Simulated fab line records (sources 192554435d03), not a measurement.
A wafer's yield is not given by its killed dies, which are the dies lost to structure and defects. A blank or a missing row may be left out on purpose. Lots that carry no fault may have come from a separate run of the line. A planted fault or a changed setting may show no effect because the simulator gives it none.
fab line records    flow n5-finfet
record lots=7  wafers=18  last-day=18
route steps=1938 shown PASSIVATION@1909
lots that met no fault: from a run of the same line without faults
start-h: the number of hours between the record's first day and the start of the first shown wafer of the lot    wait-h: how many hours have passed since the lot's step before this one    " repeats the value in the row above    L1.1+2: a single row standing in for several wafers    - no value present, or no start provided    * or withheld: withheld    < > ~ a bound
route shown NAME@n: a module of which the file shows steps, and the number in the route of the first    usual: average and standard deviation across the fault-free wafers    same: alike in all rows    chamber/n: place in a boat    sites: readings site by site    _std_site: standard deviation of those values    _edge_site: the outer-site mean with the inner-site mean subtracted    radius-mm: for every site, how far away it sits from the centre of the wafer    mask NAME#n: copy n    behind: tool/chamber where the wafer was last shaped    hold: why the lot went on hold/how many hours it stayed there/how the hold came to an end    device: transistor that didn't switch, given as n, p or np    end of line: tests run on the same wafers once the route is complete    where a step has no rows: the recipe by itself    killed: dies that structure and defects cost at the first sort, which is not the same as the wafer's yield    map: per-die view of a wafer (x killed, . not killed, _ where there is no die)
set.NAME: the setting that was run; set.NAME@STEP: the one run at that earlier step    model.NAME: the simulator's own value behind a step, which no gauge read
certain route steps with their lots: each step a table, each wafer a row
services: when a tool's chamber went out of use (start-h, in hours from the record's first day, below 0 if earlier), for how many hours, and the reason
## steps
# step N5_PASSIVATION_AL_ETCH_33
# recipe chemistry=Cl2/BCl3  target-depth-a=28000  over-etch-frac=0.15  Cl2_flow_sccm=180  bcl3-flow-sccm=60  target=Al  stop-on=TaN  time-s=466.7  ion-energy-ev=100  pressure-mtorr=10  icp-w=900  bias-w=100
# usual bias-w=100.0/0.3  drypump-motor-current-A=5.7/0.55  oes-product-au=0.71/0.037  throttle-valve-pct=34.31/0.18
lot.wafer  tool          chamber  start-h  wait-h  bias-w  drypump-motor-current-A  oes-product-au  rf-hours-counter-h  throttle-valve-pct
L850.3     rie-metal-03  0        287.96   0.2     100.0   6.3                      0.73            -                   34.10
L850.5     "             1        "        "       100.2   5.4                      0.79            -                   34.20
L850.6     "             0        "        "       99.6    6.3                      0.74            -                   34.08
L860.1     rie-metal-03  0        337.46   0.1     100.0   6.3                      0.72            38                  34.14
L860.4     "             1        "        "       100.3   5.4                      0.75            -                   34.25
L861.1     rie-metal-03  1        341.98   0.1     100.2   5.5                      0.76            21                  34.23
L861.4     "             1        "        "       99.9    5.4                      0.76            -                   34.23
L862.1     rie-metal-02  0        354.91   0.1     100.2   4.8                      0.69            53                  34.16
L862.4     "             0        "        "       100.1   4.8                      0.69            -                   34.17
L863.1     rie-metal-01  1        357.78   0.1     100.5   5.6                      0.66            58                  34.31
L863.2     "             0        "        "       99.9    6.3                      0.74            24                  34.50
L863.3     "             0        "        "       99.9    6.4                      0.75            -                   34.49
L870.1     rie-metal-03  0        396.28   0.1     100.1   6.3                      0.72            43                  34.10
L870.5     "             0        "        "       100.2   6.3                      0.71            -                   34.10
L870.6     "             1        "        "       100.0   5.5                      0.74            -                   34.21
L872.1     rie-metal-01  0        421.42   0.1     99.8    6.4                      0.73            30                  34.47
L872.3     "             1        "        "       99.9    5.6                      0.64            -                   34.29
L872.6     "             1        "        "       100.1   5.6                      0.65            -                   34.28
# step N5_PASSIVATION_ETCH_59
# recipe chemistry=Cl2/BCl3  target=TaN  target-depth-a=650  time-s=34.9  ion-energy-ev=100  pressure-mtorr=10  icp-w=900  bias-w=100  Cl2_flow_sccm=60  bcl3-flow-sccm=30
# usual bias-w=99.98/0.28  drypump-motor-current-A=5.7/0.54  oes-product-au=0.80/0.043  throttle-valve-pct=21.12/0.15
lot.wafer  tool          chamber  start-h  wait-h  bias-w  drypump-motor-current-A  oes-product-au  rf-hours-counter-h  throttle-valve-pct
L850.3     rie-metal-03  0        288.26   0.2     99.87   6.3                      0.83            -                   20.91
L850.5     "             1        "        "       100.18  5.4                      0.86            -                   21.02
L850.6     "             0        "        "       99.88   6.3                      0.84            -                   20.92
L860.1     rie-metal-03  0        337.86   0.3     100.21  6.3                      0.82            39                  20.90
L860.4     "             1        "        "       99.63   5.4                      0.85            -                   21.06
L861.1     rie-metal-03  1        342.39   0.3     100.05  5.4                      0.84            21                  21.05
L861.4     "             1        "        "       100.14  5.5                      0.86            -                   21.04
L862.1     rie-metal-02  0        355.31   0.3     100.17  4.8                      0.77            53                  21.06
L862.4     "             0        "        "       100.43  4.8                      0.76            -                   21.08
L863.1     rie-metal-01  1        358.18   0.3     100.13  5.6                      0.72            59                  21.18
L863.2     "             0        "        "       99.67   6.4                      0.82            25                  21.23
L863.3     "             0        "        "       100.13  6.3                      0.83            -                   21.20
L870.1     rie-metal-03  0        396.68   0.3     99.69   6.4                      0.81            44                  20.89
L870.5     "             0        "        "       99.91   6.3                      0.81            -                   20.92
L870.6     "             1        "        "       100.29  5.5                      0.83            -                   21.04
L872.1     rie-metal-01  0        421.82   0.3     99.65   6.4                      0.81            31                  21.22
L872.3     "             1        "        "       99.97   5.6                      0.71            -                   21.21
L872.6     "             1        "        "       100.07  5.7                      0.71            -                   21.21
# step N5_PASSIVATION_STRIP_34
# recipe chemistry=O2  power-w=600  temp-c=60  pressure-mtorr=30  rf-frequency-hz=6e+07  bias-power-w=0  overash-fraction=2  o2-flow-sccm=225
# usual drypump-motor-current-A=5.8/0.48  oes-product-au=0.80/0.072  rf-vpp-V=3.7/1.5  showerhead-plenum-p-Torr=2.10/0.083  throttle-valve-pct=16.62/0.23
# same overash-fraction=2
lot.wafer  tool         chamber  start-h  wait-h  drypump-motor-current-A  oes-product-au  rf-hours-counter-h  rf-vpp-V  showerhead-plenum-p-Torr  throttle-valve-pct
L850.3     rie-diel-04  3        288.34   0.1     5.8                      0.82            63                  2.2       2.12                      16.56
L850.5     "            0        "        "       6.6                      0.93            -                   4.8       2.25                      16.20
L850.6     "            1        "        "       5.3                      0.77            -                   2.8       2.20                      16.78
L860.1     rie-diel-04  0        337.98   0.1     6.7                      0.91            26                  6.5       2.24                      16.32
L860.4     "            3        "        "       5.9                      0.80            82                  2.5       2.12                      16.61
L861.1     rie-diel-05  2        342.50   0.1     5.1                      0.82            69                  4.0       2.04                      16.49
L861.4     "            0        "        "       6.1                      0.81            78                  3.4       2.03                      16.74
L862.1     rie-diel-06  2        355.43   0.1     5.7                      0.83            66                  1.3       2.04                      16.53
L862.4     "            2        "        "       5.8                      0.85            -                   3.7       2.04                      16.50
L863.1     rie-diel-06  3        358.41   0.2     5.5                      0.76            102                 4.0       2.02                      16.27
L863.2     "            2        "        "       5.8                      0.81            67                  5.2       2.04                      16.50
L863.3     "            0        "        "       5.3                      0.76            142                 5.5       2.19                      16.83
L870.1     rie-diel-04  3        396.80   0.1     5.8                      0.79            100                 5.5       2.11                      16.62
L870.5     "            1        "        "       5.3                      0.76            -                   4.0       2.19                      16.85
L870.6     "            3        "        "       5.8                      0.78            -                   2.2       2.11                      16.61
L872.1     rie-diel-05  3        421.94   0.1     6.6                      0.68            235                 2.9       2.06                      16.81
L872.3     "            0        "        "       6.0                      0.78            109                 3.3       2.02                      16.83
L872.6     "            2        "        "       5.1                      0.80            -                   4.6       2.04                      16.51
# step N5_PASSIVATION_STRIP_51
# recipe chemistry=post-etch-residue-remover  time-s=1200  temp-c=72.5
# step N5_PASSIVATION_CLEAN_69
# recipe chemistry=IPA  time-s=180  temp-c=25
# step N5_PASSIVATION_SRD_70
# recipe dry=ipa-marangoni  time-s=30  temp-c=23  rinse-liquid=diw
# step N5_PASSIVATION_PECVD_53
# recipe material=SiO2  target-thk-a=8000  temp-c=400  precursor=TEOS/O2  pressure-torr=6.5  rf-w=withheld  teos-flow-sccm=withheld  gas=O2  flow-sccm=2650  time-s=169.4
# step N5_PASSIVATION_PECVD_35
# recipe material=SiNx  target-thk-a=7000  temp-c=400  precursor=SiH4/NH3/N2  pressure-torr=4.9  rf-w=1406  time-s=151.3
# usual heater-power-w=382/78  showerhead-plenum-p-Torr=8.69/0.056  throttle-valve-pct=29.1/1.9
lot.wafer  tool      chamber  start-h  wait-h  heater-power-w  showerhead-plenum-p-Torr  throttle-valve-pct
L850.3     pecvd-04  1        288.96   0.1     287             8.72                      32.9
L850.5     "         0        "        "       333             8.77                      30.4
L850.6     "         1        "        "       318             8.70                      33.0
L860.1     pecvd-04  2        338.59   0.1     314             8.68                      27.2
L860.4     "         1        "        "       214             8.72                      33.2
L861.1     pecvd-04  1        343.52   0.1     328             8.72                      33.3
L861.4     "         2        "        "       432             8.66                      27.2
L862.1     pecvd-02  1        356.04   0.1     451             8.63                      29.9
L862.4     "         1        "        "       494             8.62                      30.0
L863.1     pecvd-02  0        359.06   0.1     310             8.67                      28.8
L863.2     "         1        "        "       404             8.60                      29.7
L863.3     "         2        "        "       367             8.64                      28.2
L870.1     pecvd-04  2        397.42   0.1     327             8.68                      27.4
L870.5     "         1        "        "       217             8.73                      33.3
L870.6     "         2        "        "       364             8.67                      27.3
L872.1     pecvd-02  2        422.61   0.1     345             8.63                      28.2
L872.3     "         0        "        "       404             8.68                      29.0
L872.6     "         2        "        "       407             8.64                      28.1
# step N5_PASSIVATION_HMDS_37
# recipe time-s=60  temp-c=120
# step N5_PASSIVATION_COAT_38
# recipe spin-rpm=3000  resist-thk-nm=withheld
# step N5_PASSIVATION_EBR_40
# recipe solvent=PGMEA  ebr-width-mm=1.5
# step N5_PASSIVATION_SOFTBAKE_39
# recipe temp-c=110  time-s=120
# step N5_PASSIVATION_EXPOSE_41
# recipe mask-id=PASS_OPEN  na=0.55  defocus-nm=0  source-shape=conventional  sigma-outer=0.8  polarization=unpolarized  target-cd-nm=40000  dose-mj=57.25
# usual stage-vel-mm-s=499.97/0.23
lot.wafer  tool            chamber  start-h  wait-h  mask         stage-vel-mm-s
L850.3     krf-scanner-01  0        289.35   -       PASS_OPEN#0  499.87
L850.5     "               0        "        "       PASS_OPEN#0  500.30
L850.6     "               0        "        "       PASS_OPEN#0  500.00
L860.1     krf-scanner-01  0        338.87   -       PASS_OPEN#0  500.18
L860.4     "               0        "        "       PASS_OPEN#0  500.08
L861.1     krf-scanner-01  0        343.77   -       PASS_OPEN#0  499.42
L861.4     "               0        "        "       PASS_OPEN#0  499.63
L862.1     krf-scanner-01  0        356.29   -       PASS_OPEN#0  500.27
L862.4     "               0        "        "       PASS_OPEN#0  499.99
L863.1     krf-scanner-02  0        359.44   -       PASS_OPEN#0  500.14
L863.2     "               0        "        "       PASS_OPEN#0  500.28
L863.3     "               0        "        "       PASS_OPEN#0  500.14
L870.1     krf-scanner-02  0        397.79   -       PASS_OPEN#0  499.87
L870.5     "               0        "        "       PASS_OPEN#0  499.92
L870.6     "               0        "        "       PASS_OPEN#0  500.04
L872.1     krf-scanner-02  0        422.92   -       PASS_OPEN#0  499.97
L872.3     "               0        "        "       PASS_OPEN#0  500.12
L872.6     "               0        "        "       PASS_OPEN#0  500.38
# step N5_PASSIVATION_PEB_42
# recipe peb-temp-c=withheld  peb-time-s=*
# step N5_PASSIVATION_DEVELOP_43
# recipe develop-time-s=60  rinse-liquid=diw  dry=air-spin  dev-temp-c=21
# step N5_PASSIVATION_HARDBAKE_45
# recipe temp-c=130  time-s=120
# step N5_PASSIVATION_CD_MEAS_44
# recipe target-cd-nm=40000  landing-energy-ev=500  detector=se-inlens
# usual cd-nm=40000/2.8
lot.wafer  tool       chamber  start-h  wait-h  cd-nm
L850.3     cd-sem-02  0        289.52   -       40004
L850.5     "          0        "        "       40001
L850.6     "          0        "        "       40003
L860.1     cd-sem-01  0        339.05   -       40057
L860.4     "          0        "        "       40002
L861.1     cd-sem-02  0        343.95   -       40051
L861.4     "          0        "        "       40003
L862.1     cd-sem-01  0        356.47   -       40055
L862.4     "          0        "        "       40001
L863.1     cd-sem-02  0        359.62   -       40004
L863.2     "          0        "        "       40005
L863.3     "          0        "        "       40006
L870.1     cd-sem-02  0        397.97   -       39999
L870.5     "          0        "        "       39997
L870.6     "          0        "        "       40000
L872.1     cd-sem-01  0        423.10   -       40004
L872.3     "          0        "        "       40005
L872.6     "          0        "        "       39998
# step N5_PASSIVATION_OVL_MEAS_66
# recipe points-per-wafer=44
# usual PASS_OPEN_OVL=3/5.9
lot.wafer  tool        chamber  start-h  wait-h  PASS_OPEN_OVL[nm]
L850.3     overlay-02  0        289.54   0.0     4
L850.5     "           0        "        "       1
L850.6     "           0        "        "       2
L860.1     overlay-01  0        339.08   0.0     4
L860.4     "           0        "        "       16
L861.1     overlay-02  0        343.98   0.0     1
L861.4     "           0        "        "       -3
L862.1     overlay-01  0        356.50   0.0     2
L862.4     "           0        "        "       9
L863.1     overlay-02  0        359.65   0.0     -7
L863.2     "           0        "        "       0
L863.3     "           0        "        "       -13
L870.1     overlay-02  0        398.01   0.0     3
L870.5     "           0        "        "       4
L870.6     "           0        "        "       14
L872.1     overlay-02  0        423.13   0.0     4
L872.3     "           0        "        "       2
L872.6     "           0        "        "       11
# step N5_PASSIVATION_PROBE_49
# usual defect-limited-yield=91.3/1.4  killed_at_M0_to_M3=33/10  killed_at_M4_up=15/6.1  killed-at-contacts=12/6.7  killed-at-front-end=39/11  killed-at-other=4/3.3  killed-dies=103/16  killed-open=68/12  killed-short=34/7.2  sort_bin_5_function=5.1/0.88  sort_bin_6_memory=3.3/0.67  sort-n-pass=1077/16  sort-yield-pct=91.3/1.4
# same gross-dies=1180  killed-at-back-side=0  sort_bin_4_leakage[%]=0  sort_bin_8_speed[%]=0
lot.wafer  tool       chamber  start-h  wait-h  defect-limited-yield[%]  killed_at_M0_to_M3  killed_at_M4_up  killed-at-contacts  killed-at-front-end  killed-at-other  killed-dies  killed-open  killed-short  sort_bin_5_function[%]  sort_bin_6_memory[%]  sort-n-pass  sort-yield-pct[%]
L850.3     prober-02  -        292.95   0.1     92.0                     22                  14               13                  40                   5                94           59           31            4.3                     3.3                   1086         92.0
L850.5     prober-02  -        293.05   0.2     90.6                     26                  13               3                   68                   1                111          70           39            4.6                     4.1                   1069         90.6
L850.6     prober-02  -        293.10   0.3     92.7                     19                  17               7                   43                   0                86           46           40            4.7                     2.5                   1094         92.7
L860.1     prober-02  -        342.68   0.0     92.3                     32                  11               11                  35                   2                91           63           26            4.5                     2.9                   1089         92.3
L861.1     prober-02  -        347.59   0.0     92.5                     20                  10               22                  29                   8                89           58           29            4.0                     3.2                   1091         92.5
L861.4     prober-02  -        347.74   0.2     91.5                     26                  17               21                  31                   5                100          80           20            5.4                     2.9                   1080         91.5
L862.1     prober-01  -        359.65   0.0     93.2                     32                  10               9                   26                   3                80           56           18            4.2                     2.2                   1100         93.2
L863.1     prober-02  -        362.78   0.0     89.8                     36                  25               8                   50                   1                120          84           36            6.0                     4.1                   1060         89.8
L863.2     prober-02  -        362.83   0.1     91.9                     34                  18               12                  30                   2                96           72           24            4.9                     3.0                   1084         91.9
L863.3     prober-02  -        362.88   0.1     91.9                     30                  17               17                  27                   4                95           63           32            4.9                     2.7                   1085         91.9
L870.1     prober-01  -        401.18   0.0     89.9                     36                  18               7                   56                   2                119          85           34            5.8                     3.7                   1061         89.9
L870.5     prober-01  -        401.38   0.2     91.0                     35                  22               4                   43                   2                106          68           35            5.3                     3.6                   1074         91.0
L870.6     prober-01  -        401.43   0.3     90.3                     38                  10               9                   54                   4                115          81           33            6.5                     3.0                   1065         90.3
# killed by level:class
L850.3 MOL_CONTACT_COAG:geometric-particle:open=9 BEOL_M3:geometric-particle:open=8 FIN_SAQP:geometric-particle:short=8 GATE_CUT:geometric-particle:short=8 BEOL_M4:geometric-particle:open=8 GATE_CUT:geometric-particle:open=7 MOL_CONTACT_COAG:geometric-particle:short=4 BEOL_M0_SAQP:geometric-particle:open=4
L850.5 GATE_CUT:geometric-particle:open=13 STI_FIN_REVEAL:geometric-particle:open=12 BEOL_M3:geometric-particle:open=11 GATE_CUT:geometric-particle:short=8 FIN_SAQP:geometric-particle:short=7 DUMMY_GATE:geometric-particle:open=6 BEOL_M1:geometric-particle:open=6 BEOL_M4:geometric-particle:open=6
L850.6 STI_FIN_REVEAL:geometric-particle:open=10 FIN_SAQP:geometric-particle:short=9 GATE_CUT:geometric-particle:short=7 BEOL_M3:geometric-particle:open=6 BEOL_M4:geometric-particle:open=6 BEOL_M4:geometric-particle:short=5 DUMMY_GATE:geometric-particle:open=4 MOL_CONTACT_COAG:geometric-particle:open=4
L860.1 FIN_SAQP:geometric-particle:open=9 MOL_CONTACT_COAG:geometric-particle:open=9 BEOL_M3:geometric-particle:open=8 DUMMY_GATE:geometric-particle:open=8 BEOL_M1:geometric-particle:open=6 BEOL_M0_SAQP:geometric-particle:open=5 STI_FIN_REVEAL:geometric-particle:open=4 BEOL_M0_SAQP:geometric-particle:short=4
L861.1 MOL_CONTACT_COAG:geometric-particle:open=17 STI_FIN_REVEAL:geometric-particle:open=9 FIN_SAQP:geometric-particle:short=6 FIN_SAQP:geometric-particle:open=5 MOL_CONTACT_COAG:geometric-particle:short=5 BEOL_M0_SAQP:geometric-particle:open=5 PAD_METAL:geometric-particle:open=4 BEOL_M0_SAQP:geometric-particle:short=4
L861.4 MOL_CONTACT_COAG:geometric-particle:open=17 FIN_SAQP:geometric-particle:open=15 STI_FIN_REVEAL:geometric-particle:open=8 BEOL_M2:geometric-particle:open=7 BEOL_M3:geometric-particle:open=6 BEOL_M4:geometric-particle:open=5 BEOL_M5:geometric-particle:open=5 MOL_CONTACT_COAG:geometric-particle:short=4
L862.1 BEOL_M0_SAQP:geometric-particle:open=8 BEOL_M3:geometric-particle:open=8 MOL_CONTACT_COAG:geometric-particle:open=7 STI_FIN_REVEAL:geometric-particle:open=6 FIN_SAQP:geometric-particle:open=5 BEOL_M0_SAQP:geometric-particle:short=5 BEOL_M2:geometric-particle:open=5 BEOL_M5:geometric-particle:open=4
L863.1 BEOL_M4:geometric-particle:open=15 FIN_SAQP:geometric-particle:short=14 BEOL_M2:geometric-particle:open=10 BEOL_M1:geometric-particle:open=9 FIN_SAQP:geometric-particle:open=8 DUMMY_GATE:geometric-particle:open=8 MOL_CONTACT_COAG:geometric-particle:open=8 STI_FIN_REVEAL:geometric-particle:open=6
L863.2 BEOL_M4:geometric-particle:open=13 MOL_CONTACT_COAG:geometric-particle:open=11 BEOL_M1:geometric-particle:open=8 FIN_SAQP:geometric-particle:short=7 BEOL_M2:geometric-particle:open=7 STI_FIN_REVEAL:geometric-particle:open=5 BEOL_M0_SAQP:geometric-particle:open=5 BEOL_M0_SAQP:geometric-particle:short=5
L863.3 MOL_CONTACT_COAG:geometric-particle:open=13 BEOL_M4:geometric-particle:open=12 BEOL_M0_SAQP:geometric-particle:open=8 STI_FIN_REVEAL:geometric-particle:open=7 BEOL_M2:geometric-particle:open=7 BEOL_M0_SAQP:geometric-particle:short=6 BEOL_M1:geometric-particle:short=5 FIN_SAQP:geometric-particle:open=4
L870.1 FIN_SAQP:geometric-particle:open=15 STI_FIN_REVEAL:geometric-particle:open=8 BEOL_M0_SAQP:geometric-particle:open=8 MOL_CONTACT_COAG:geometric-particle:open=7 BEOL_M2:geometric-particle:open=7 FIN_SAQP:geometric-particle:short=6 GATE_CUT:geometric-particle:short=6 BEOL_M4:geometric-particle:open=6
L870.5 FIN_SAQP:geometric-particle:open=10 BEOL_M4:geometric-particle:open=10 FIN_SAQP:geometric-particle:short=7 STI_FIN_REVEAL:geometric-particle:open=7 BEOL_M1:geometric-particle:open=6 BEOL_M0_SAQP:geometric-particle:open=6 BEOL_M1:geometric-particle:short=6 BEOL_M3:geometric-particle:open=6
L870.6 FIN_SAQP:geometric-particle:open=21 FIN_SAQP:geometric-particle:short=11 BEOL_M0_SAQP:geometric-particle:short=11 BEOL_M0_SAQP:geometric-particle:open=11 MOL_CONTACT_COAG:geometric-particle:open=8 BEOL_M1:geometric-particle:open=7 BEOL_M4:geometric-particle:open=6 STI_FIN_REVEAL:geometric-particle:open=6
## services
tool            chamber  start-h  hours  kind
pecvd-04        -        264.79   2.8    pm
krf-scanner-01  -        269.73   1.3    pm
rie-diel-05     -        270.27   0.2    repair
krf-scanner-02  -        283.41   3.6    pm
pecvd-02        -        288.38   2.8    pm
rie-diel-04     3        294.87   1.6    repair
rie-metal-01    -        296.34   2.8    pm
rie-diel-04     0        297.11   5.5    repair
pecvd-04        -        303.00   6.0    pm
krf-scanner-02  -        303.76   0.8    pm
krf-scanner-02  -        305.23   0.8    repair
krf-scanner-02  -        312.60   1.0    pm
rie-metal-01    0        317.84   18.3   repair
rie-metal-01    -        319.84   1.1    repair
krf-scanner-01  -        328.12   1.0    pm
pecvd-04        -        351.40   2.8    repair
pecvd-02        -        389.55   1.0    repair
pecvd-02        1        395.85   2.8    repair
krf-scanner-02  -        403.11   0.2    repair
krf-scanner-01  -        403.78   0.8    pm
pecvd-02        1        408.32   5.8    repair
krf-scanner-01  -        409.87   4.4    pm
krf-scanner-02  -        420.52   1.3    pm
krf-scanner-01  -        422.24   0.5    repair
## key
first-sign step=N5_PASSIVATION_CD_MEAS_44  reading=cd-nm  direction=up  sigmas=13  usual=40000  struck=40054
effect none on later readings
met-at N5_PASSIVATION_EXPOSE_41
struck-wafers L860.1,L861.1,L862.1
onset-between 289.35 338.87
fault kind=process-parameter-drift  tool=krf-scanner-01  chamber=-  onset-h=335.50  steps=N5_PASSIVATION_EXPOSE_41  channel=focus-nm  offset=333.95  shape=step  end-h=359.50  scope=struck-wafers-only
